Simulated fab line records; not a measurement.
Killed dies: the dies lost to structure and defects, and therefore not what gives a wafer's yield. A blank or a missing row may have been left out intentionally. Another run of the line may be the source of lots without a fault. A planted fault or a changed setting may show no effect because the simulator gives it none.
Lot-split experiment | flow n5 finfet | 39 wafers read from 7 lots, route of 1938 steps

== THE SPLIT ITSELF ==
At N5_HKMG_FIN_HK_ALD_01 (deposits HfO2, target thk 1.6 nm, pulse time 3 s, purge time 3 s), the setting ald cycles was moved away from the recipe's 30 on 12 of the 39 wafers read, by -53.3% to +33.3%. The other wafers ran this setting at the recipe's value.

== FROM THE SPLIT TO THE READING: what the file shows between them, 4 steps ==
- N5_HKMG_FIN_HK_ANNEAL_02: time 30 s
- N5_HKMG_FIN_ALD_74: deposits La2O3, target thk 0.5 nm, pulse time 6 s, co reactant pulse time 1 s
- N5_HKMG_FIN_WET_ETCH_82: etches La2O3 in dHCl, stops on HfO2, target depth 2 nm, rinse time 30 s
- N5_HKMG_FIN_ALD_36: deposits TiN, target thk 1 nm, pulse time 1 s, purge time 3 s

== THE READING ==
HK_THK, in nm, at N5_HKMG_FIN_THK_MEAS_70 (measures by xrf). A value of 1.613 nm with a standard deviation of 0.018 nm is what fault-free wafers of this fab line usually give.

wafer  | tool, chamber at the split | ald cycles as run | against the recipe | HK_THK, nm | against lot-mates on the recipe
L074.1 | ald hk-02, 3,0,2           | 14                | -53.3%             | 0.755      | -0.876
L074.2 | ald hk-02, 3,0,2           | 14                | -53.3%             | 0.759      | -0.872
L074.3 | ald hk-02, 3,0,2           | 14                | -53.3%             | 0.773      | -0.858
L074.4 | ald hk-02, 1,0,1           | 30                | recipe             | 1.645      | -
L074.5 | ald hk-02, 1,0,1           | 30                | recipe             | 1.627      | -
L074.6 | ald hk-02, 1,0,1           | 30                | recipe             | 1.621      | -
L077.1 | ald hk-03, 2,1,0           | 30                | recipe             | 1.608      | -
L077.2 | ald hk-03, 3,2,3           | 23                | -23.3%             | 1.203      | -0.402
L077.3 | ald hk-03, 2,1,0           | 30                | recipe             | 1.574      | -
L077.4 | ald hk-03, 2,1,0           | 30                | recipe             | 1.632      | -
L077.5 | ald hk-03, 3,2,3           | 23                | -23.3%             | 1.206      | -0.399
L077.6 | ald hk-03, 3,2,3           | 23                | -23.3%             | 1.204      | -0.401
L083.4 | ald hk-02, 3,0,3           | 30                | recipe             | 1.611      | -
L083.5 | ald hk-02, 3,0,3           | 30                | recipe             | 1.617      | -
L083.6 | ald hk-02, 3,0,3           | 30                | recipe             | 1.607      | -
L086.1 | ald hk-01, 2,1,0           | 24                | -20.0%             | 1.294      | -0.321
L086.2 | ald hk-01, 3,0,1           | 30                | recipe             | 1.596      | -
L086.3 | ald hk-01, 3,0,1           | 30                | recipe             | 1.625      | -
L086.4 | ald hk-01, 2,1,0           | 24                | -20.0%             | 1.297      | -0.318
L086.5 | ald hk-01, 2,1,0           | 24                | -20.0%             | 1.293      | -0.322
L086.6 | ald hk-01, 3,0,1           | 30                | recipe             | 1.625      | -
L090.1 | ald hk-01, 0,3,1           | 40                | +33.3%             | 2.177      | +0.573
L090.2 | ald hk-01, 2,1,0           | 30                | recipe             | 1.587      | -
L090.3 | ald hk-01, 0,3,1           | 40                | +33.3%             | 2.142      | +0.538
L090.4 | ald hk-01, 0,3,1           | 40                | +33.3%             | 2.153      | +0.549
L090.5 | ald hk-01, 2,1,0           | 30                | recipe             | 1.622      | -
L090.6 | ald hk-01, 2,1,0           | 30                | recipe             | 1.602      | -
L091.1 | ald hk-01, 1,2,3,0,1,0     | 30                | recipe             | 1.629      | -
L091.2 | ald hk-01, 1,2,3,0,1,0     | 30                | recipe             | 1.624      | -
L091.3 | ald hk-01, 1,2,3,0,1,0     | 30                | recipe             | 1.607      | -
L091.4 | ald hk-01, 1,2,3,0,1,0     | 30                | recipe             | 1.619      | -
L091.5 | ald hk-01, 1,2,3,0,1,0     | 30                | recipe             | 1.618      | -
L091.6 | ald hk-01, 1,2,3,0,1,0     | 30                | recipe             | 1.628      | -
L095.1 | ald hk-01, 2,1,0,3,0,3     | 30                | recipe             | 1.587      | -
L095.2 | ald hk-01, 2,1,0,3,0,3     | 30                | recipe             | 1.620      | -
L095.3 | ald hk-01, 2,1,0,3,0,3     | 30                | recipe             | 1.623      | -
L095.4 | ald hk-01, 2,1,0,3,0,3     | 30                | recipe             | 1.606      | -
L095.5 | ald hk-01, 2,1,0,3,0,3     | 30                | recipe             | 1.563      | -
L095.6 | ald hk-01, 2,1,0,3,0,3     | 30                | recipe             | 1.605      | -
If several chambers appear in one row, that row covers several wafers at once and the file leaves open which wafer was in which chamber.

FIT RESULTS
A straight line over all 39 wafers: HK_THK changes by +0.0162 nm for each +1% of ald cycles; r = +1.00; the points scatter about the line by 0.019 nm.
The same after taking each lot's own level away (the mean of its wafers on the recipe; 39 wafers): +0.0164 nm for each +1%; r = +1.00; scatter 0.015 nm.
Per that fit: largest ald cycles move, reading shift of 0.88 nm.
Measured against the standard deviation above, the lots' own levels, which go from 1.6007 to 1.6310 nm, span 1.7 times it.
So the lot-to-lot level changes the slope little: the two slopes agree.
Check: for one of the wafers moved furthest among these (-53.3%), held out of the fit, the line's prediction against its lot-mates is -0.877 nm. Against them it came out at -0.876 nm.

== OTHER SPLITS ON THESE WAFERS ==
Before the reading, these wafers also passed through other splits. Each is held against what the fit with the lots' levels taken away leaves over:
other split on the same wafers | wafers away from the commonest value | r with HK_THK (lot level and that fit taken away)
N5_FIN_SAQP_PECVD_06 time s    | 18                                   | +0.07

== THE WHOLE CHAIN: every reading that the file lists as answering this split, in the file's order ==
step                    | what it does                                                     | reading                                                                            | change (the file's fit)                | r (the file's)
N5_HKMG_FIN_HK_ALD_01   | deposits HfO2, target thk 1.6 nm, pulse time 3 s, purge time 3 s | HfO2_of_HKMG_FIN_HK_ALD_01.thk nm (the simulator's own value, which no gauge read) | +0.0163 nm for each +1% of the setting | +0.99
N5_HKMG_FIN_THK_MEAS_70 | measures by xrf                                                  | HK_THK                                                                             | +0.0164 for each +1% of the setting    | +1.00

== THE FILE'S OWN FIT ==
HK_THK changes by +0.0164 nm for each +1% of ald cycles, r = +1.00.
